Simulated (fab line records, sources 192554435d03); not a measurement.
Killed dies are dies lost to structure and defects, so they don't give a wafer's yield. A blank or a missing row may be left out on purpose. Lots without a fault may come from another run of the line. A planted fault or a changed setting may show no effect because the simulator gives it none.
One fault seen from 3 desks | flow n5_finfet | each desk has only its own numbers; what lay behind them comes last

THE TOOL OWNER'S DESK: rie_diel-04
The tool's own readings at N5_BEOL_M8_ETCH_62 (etches SOC in N2/H2, target depth 110 nm, overetch 22 nm, time 165 s): means of the sampled wafers that have a number, for each lot that ran on this tool. A lot is out of limits, marked OUT, if its mean lies more than 4 standard deviations from the usual mean; the brackets give that distance.
Columns: A = drypump_motor_current_A at N5_BEOL_M8_ETCH_62, usual 6.0 A; B = oes_product_au at N5_BEOL_M8_ETCH_62, usual 0.70 a.u.; C = rf_fwd_power_W at N5_BEOL_M8_ETCH_62, usual 837.4 W; D = rf_vpp_V at N5_BEOL_M8_ETCH_62, usual 523.8 V; E = showerhead_plenum_p_Torr at N5_BEOL_M8_ETCH_62, usual 2.54 Torr; F = throttle_valve_pct at N5_BEOL_M8_ETCH_62, usual 17.83 %
lot  | first seen here | A   | B    | C                | D               | E    | F
L370 | day 11 10:56    | 5.7 | 0.77 | 1041.6 (+73) OUT | 488.8 (-17) OUT | 2.60 | 17.58
L371 | day 11 21:54    | 5.9 | 0.70 | 1039.0 (+72) OUT | 488.4 (-17) OUT | 2.56 | 17.72
L382 | day 15 02:28    | 5.9 | 0.67 | 840.1            | 524.8           | 2.60 | 17.82
This desk's finding: out of limits on L370, L371; first on L370, day 11 10:56 (rf_fwd_power_W at N5_BEOL_M8_ETCH_62). In limits: L382.

THE METROLOGY DESK
What the gauges read, lot by lot, whatever tool the lot ran on: means of the sampled wafers that have a number. A lot is out of limits, marked OUT, if its mean lies more than 4 standard deviations from the usual mean; the brackets give that distance.
Columns: A = cd_nm at N5_BEOL_M8_CD_MEAS_11, usual 38.5 nm; B = M8_OVL at N5_BEOL_M8_OVL_MEAS_12, usual -0.7 nm
lot  | first seen here | A    | B
L370 | day 11 10:22    | 38.5 | -0.6
L371 | day 11 21:43    | 38.2 | 0.2
L377 | day 13 15:28    | 38.4 | -1.4
L380 | day 13 19:24    | 38.6 | -1.3
L382 | day 15 01:47    | 38.6 | -0.4
L383 | day 15 05:25    | 38.5 | -0.8
This desk's finding: nothing out of limits on any of the 6 lots.

THE DEFECT DESK
What the inspections along the route counted, lot by lot: means of the sampled wafers that have a number. A lot is out of limits, marked OUT, if its mean lies more than 4 standard deviations from the usual mean; the brackets give that distance.
Columns: A = raw_defect_count at N5_BEOL_M8_INSPECT_13, usual 385
lot  | first seen here | A
L370 | day 11 10:26    | 375
L371 | day 11 21:46    | 374
L377 | day 13 15:32    | 352
L380 | day 13 19:27    | 696
L382 | day 15 01:50    | 440
L383 | day 15 05:28    | 385
This desk's finding: nothing out of limits on any of the 6 lots.

PUT TOGETHER
The tool owner's desk could have raised an alarm at day 11 10:56, on L370, L371.
The metrology desk saw nothing out of limits.
The defect desk saw nothing out of limits.
The metrology desk has L370, L371 on record, within its limits.
The defect desk has L370, L371 on record, within its limits.
Of the lots named, all ran N5_BEOL_M8_ETCH_62 on rie_diel-04.

WHAT THE SIMULATOR HAD PUT IN
Process parameter drift: rie_diel-04, from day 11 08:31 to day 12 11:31, at N5_BEOL_M8_ETCH_62. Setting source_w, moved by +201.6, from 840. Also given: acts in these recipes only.
Lots struck among those shown: L370, L371.
Hours from the fault's start to each desk's first reading out of limits: the tool owner's desk, 2.
